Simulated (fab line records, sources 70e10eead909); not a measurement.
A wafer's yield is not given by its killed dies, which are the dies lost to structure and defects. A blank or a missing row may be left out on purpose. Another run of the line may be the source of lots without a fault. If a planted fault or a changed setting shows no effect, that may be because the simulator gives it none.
Check of tool commonality || flow nand harc || 11 lots, 39 wafers sampled

## WHY THIS WAS OPENED
At NHARC_P_M1_THK_MEAS_24 the reading thk nm is flagged on 2 of 11 lots. Wafers without a fault read 158.3 nm, standard deviation 1.8.
Rule: a lot gets a flag if all its wafers with a number sit over 4 standard deviations from that mean, or if no wafer of it has a number. As for the other lots, they are considered sound.

{"lot": "L299", "measured": "day 7 05:06", "on": "film metro-01", "thk nm (nm), wafer by wafer": "158.1 158.0 157.4", "flag": ""}
{"lot": "L300", "measured": "day 7 10:55", "on": "film metro-02", "thk nm (nm), wafer by wafer": "157.7 158.1 159.9", "flag": ""}
{"lot": "L301", "measured": "day 7 18:27", "on": "film metro-02", "thk nm (nm), wafer by wafer": "159.5 156.9 158.5", "flag": ""}
{"lot": "L303", "measured": "day 7 23:22", "on": "film metro-01", "thk nm (nm), wafer by wafer": "161.7 157.6 156.6", "flag": ""}
{"lot": "L304", "measured": "day 8 12:32", "on": "film metro-01", "thk nm (nm), wafer by wafer": "29.0 31.0 29.8 29.1 30.6 30.3", "flag": "FLAGGED"}
{"lot": "L305", "measured": "day 8 18:02", "on": "film metro-01", "thk nm (nm), wafer by wafer": "30.4 28.3 30.2 27.9 30.7 30.5", "flag": "FLAGGED"}
{"lot": "L310", "measured": "day 9 22:20", "on": "film metro-01", "thk nm (nm), wafer by wafer": "158.8 158.4 157.3", "flag": ""}
{"lot": "L315", "measured": "day 10 20:37", "on": "film metro-02", "thk nm (nm), wafer by wafer": "156.4 157.5 160.8", "flag": ""}
{"lot": "L316", "measured": "day 11 08:20", "on": "film metro-01", "thk nm (nm), wafer by wafer": "158.1 158.4 158.5", "flag": ""}
{"lot": "L317", "measured": "day 11 14:13", "on": "film metro-01", "thk nm (nm), wafer by wafer": "161.0 157.8 162.5", "flag": ""}
{"lot": "L318", "measured": "day 11 22:05", "on": "film metro-02", "thk nm (nm), wafer by wafer": "157.7 157.7 157.8", "flag": ""}
Average over the flagged lots: 29.8 nm; offset from the usual -128.5 nm, equal to -71 standard deviations.

## EACH LOT AND THE TOOL IT RAN ON
4 process steps preceding the reading are held in the record, out of 1159 steps in the route. In each cell: the tool, then ch and the chambers that the sampled wafers went through, then the start.
{"lot": "L299", "flag": "", "NHARC_P_M0_CMP_23": "cmp-04 ch 0,2,3, day 7 00:47", "NHARC_P_M1_ETCH_28": "rie diel-05 ch 1,2,3, day 7 04:04 or earlier", "NHARC_P_M1_ECD_22": "ecd cu-01 ch 0,1, day 7 04:04", "NHARC_P_M1_CMP_23": "cmp-03 ch 1,2, day 7 04:49"}
{"lot": "L300", "flag": "", "NHARC_P_M0_CMP_23": "cmp-01 ch 1,2,3, day 7 06:23", "NHARC_P_M1_ETCH_28": "rie diel-05 ch 0,1,3, day 7 09:51 or earlier", "NHARC_P_M1_ECD_22": "ecd cu-01 ch 0,1, day 7 09:51", "NHARC_P_M1_CMP_23": "cmp-02 ch 0,2,3, day 7 10:37"}
{"lot": "L301", "flag": "", "NHARC_P_M0_CMP_23": "cmp-02 ch 0,2,3, day 7 14:04", "NHARC_P_M1_ETCH_28": "rie diel-09 ch 1,2, day 7 17:25 or earlier", "NHARC_P_M1_ECD_22": "ecd cu-02 ch 1, day 7 17:25", "NHARC_P_M1_CMP_23": "cmp-02 ch 0,2,3, day 7 18:08"}
{"lot": "L303", "flag": "", "NHARC_P_M0_CMP_23": "cmp-01 ch 0,2,3, day 7 19:05", "NHARC_P_M1_ETCH_28": "rie diel-09 ch 0,2,3, day 7 22:26 or earlier", "NHARC_P_M1_ECD_22": "ecd cu-01 ch 0,1, day 7 22:26", "NHARC_P_M1_CMP_23": "cmp-02 ch 0,1,3, day 7 23:06"}
{"lot": "L304", "flag": "FLAGGED", "NHARC_P_M0_CMP_23": "cmp-02 ch 2,3, day 8 08:11", "NHARC_P_M1_ETCH_28": "rie diel-09 ch 0,1,3, day 8 11:33 or earlier", "NHARC_P_M1_ECD_22": "ecd cu-01 ch 0,1, day 8 11:33", "NHARC_P_M1_CMP_23": "cmp-03 ch 0,1, day 8 12:13"}
{"lot": "L305", "flag": "FLAGGED", "NHARC_P_M0_CMP_23": "cmp-04 ch 0,3, day 8 12:58", "NHARC_P_M1_ETCH_28": "rie diel-02 ch 0,2,3, day 8 17:02 or earlier", "NHARC_P_M1_ECD_22": "ecd cu-01 ch 1, day 8 17:02", "NHARC_P_M1_CMP_23": "cmp-02 ch 0,3, day 8 17:44"}
{"lot": "L310", "flag": "", "NHARC_P_M0_CMP_23": "cmp-01 ch 0,1, day 9 17:46", "NHARC_P_M1_ETCH_28": "rie diel-02 ch 0,1, day 9 21:12 or earlier", "NHARC_P_M1_ECD_22": "ecd cu-01 ch 0,1, day 9 21:12", "NHARC_P_M1_CMP_23": "cmp-02 ch 0,3, day 9 22:01"}
{"lot": "L315", "flag": "", "NHARC_P_M0_CMP_23": "cmp-01 ch 0,1,3, day 10 16:14", "NHARC_P_M1_ETCH_28": "rie diel-09 ch 0,3, day 10 19:33 or earlier", "NHARC_P_M1_ECD_22": "ecd cu-01 ch 0,1, day 10 19:33", "NHARC_P_M1_CMP_23": "cmp-04 ch 0,2,3, day 10 20:19"}
{"lot": "L316", "flag": "", "NHARC_P_M0_CMP_23": "cmp-01 ch 0,1,3, day 11 03:44", "NHARC_P_M1_ETCH_28": "rie diel-05 ch 1,2,3, day 11 07:17 or earlier", "NHARC_P_M1_ECD_22": "ecd cu-01 ch 0,1, day 11 07:17", "NHARC_P_M1_CMP_23": "cmp-02 ch 0,2,3, day 11 08:01"}
{"lot": "L317", "flag": "", "NHARC_P_M0_CMP_23": "cmp-01 ch 0,1,2, day 11 09:38", "NHARC_P_M1_ETCH_28": "rie diel-09 ch 0,1,3, day 11 13:10 or earlier", "NHARC_P_M1_ECD_22": "ecd cu-02 ch 0,1, day 11 13:10", "NHARC_P_M1_CMP_23": "cmp-04 ch 0,1, day 11 13:55"}
{"lot": "L318", "flag": "", "NHARC_P_M0_CMP_23": "cmp-02 ch 0,3, day 11 17:37", "NHARC_P_M1_ETCH_28": "rie diel-05 ch 0,1,3, day 11 21:03 or earlier", "NHARC_P_M1_ECD_22": "ecd cu-01 ch 0,1, day 11 21:03", "NHARC_P_M1_CMP_23": "cmp-03 ch 0,3, day 11 21:47"}
What these steps do:
- NHARC_P_M0_CMP_23: polishes, t overpolish 20 s, target thk 117.53 nm.
- NHARC_P_M1_ETCH_28: etches the open film in CF4/N2, target depth 30 nm, time 72.99 s.
- NHARC_P_M1_ECD_22: material Cu, target thk 400 nm.
- NHARC_P_M1_CMP_23: polishes, t overpolish 20 s, target thk 157.82 nm.
- NHARC_P_M1_THK_MEAS_24: measures by xrf.

## FLAGGED AGAINST TOTAL, ONE TOOL AT A TIME (gauges that did the reading follow at the end)
{"step": "NHARC_P_M0_CMP_23", "tool": "cmp-01", "lots run": 6, "flagged": 0, "share of the flagged lots": "none", "sound lots run after its first flagged lot": "-"}
{"step": "NHARC_P_M0_CMP_23", "tool": "cmp-02", "lots run": 3, "flagged": 1, "share of the flagged lots": "some", "sound lots run after its first flagged lot": "1 (L318)"}
{"step": "NHARC_P_M0_CMP_23", "tool": "cmp-04", "lots run": 2, "flagged": 1, "share of the flagged lots": "some", "sound lots run after its first flagged lot": 0}
{"step": "NHARC_P_M1_ETCH_28", "tool": "rie diel-02", "lots run": 2, "flagged": 1, "share of the flagged lots": "some", "sound lots run after its first flagged lot": "1 (L310)"}
{"step": "NHARC_P_M1_ETCH_28", "tool": "rie diel-05", "lots run": 4, "flagged": 0, "share of the flagged lots": "none", "sound lots run after its first flagged lot": "-"}
{"step": "NHARC_P_M1_ETCH_28", "tool": "rie diel-09", "lots run": 5, "flagged": 1, "share of the flagged lots": "some", "sound lots run after its first flagged lot": "2 (L315,L317)"}
{"step": "NHARC_P_M1_ECD_22", "tool": "ecd cu-01", "lots run": 9, "flagged": 2, "share of the flagged lots": "all", "sound lots run after its first flagged lot": "4 (L310,L315,L316,L318)"}
{"step": "NHARC_P_M1_ECD_22", "tool": "ecd cu-02", "lots run": 2, "flagged": 0, "share of the flagged lots": "none", "sound lots run after its first flagged lot": "-"}
{"step": "NHARC_P_M1_CMP_23", "tool": "cmp-02", "lots run": 6, "flagged": 1, "share of the flagged lots": "some", "sound lots run after its first flagged lot": "2 (L310,L316)"}
{"step": "NHARC_P_M1_CMP_23", "tool": "cmp-03", "lots run": 3, "flagged": 1, "share of the flagged lots": "some", "sound lots run after its first flagged lot": "1 (L318)"}
{"step": "NHARC_P_M1_CMP_23", "tool": "cmp-04", "lots run": 2, "flagged": 0, "share of the flagged lots": "none", "sound lots run after its first flagged lot": "-"}
{"step": "NHARC_P_M1_THK_MEAS_24", "tool": "film metro-01", "lots run": 7, "flagged": 2, "share of the flagged lots": "all", "sound lots run after its first flagged lot": "3 (L310,L316,L317)"}
{"step": "NHARC_P_M1_THK_MEAS_24", "tool": "film metro-02", "lots run": 4, "flagged": 0, "share of the flagged lots": "none", "sound lots run after its first flagged lot": "-"}
NHARC_P_M1_ETCH_28 gives no start for some lots, so the hours and the order of its lots are those of NHARC_P_M1_ECD_22.

## WHAT THE TABLE PERMITS
In 2 table rows, all flagged lots were run: ecd cu-01 (NHARC_P_M1_ECD_22), film metro-01 (NHARC_P_M1_THK_MEAS_24).
- ecd cu-01 at NHARC_P_M1_ECD_22 ran 9 lots, 2 of them flagged. Sound lots ran on it after the first flagged one (L310, L315, L316, L318), which a lasting fault on the whole tool wouldn't allow. On the flagged lots its readings are blank where sound lots have values: bath heat duty pct, bath temp c.
- film metro-01 at NHARC_P_M1_THK_MEAS_24 ran 7 lots, 2 of them flagged. Sound lots ran on it after the first flagged one (L310, L316, L317), which a lasting fault on the whole tool wouldn't allow.
None of the table's rows ran every flagged lot and, after the first, no sound lot.

## WHAT THE SIMULATOR PUT IN
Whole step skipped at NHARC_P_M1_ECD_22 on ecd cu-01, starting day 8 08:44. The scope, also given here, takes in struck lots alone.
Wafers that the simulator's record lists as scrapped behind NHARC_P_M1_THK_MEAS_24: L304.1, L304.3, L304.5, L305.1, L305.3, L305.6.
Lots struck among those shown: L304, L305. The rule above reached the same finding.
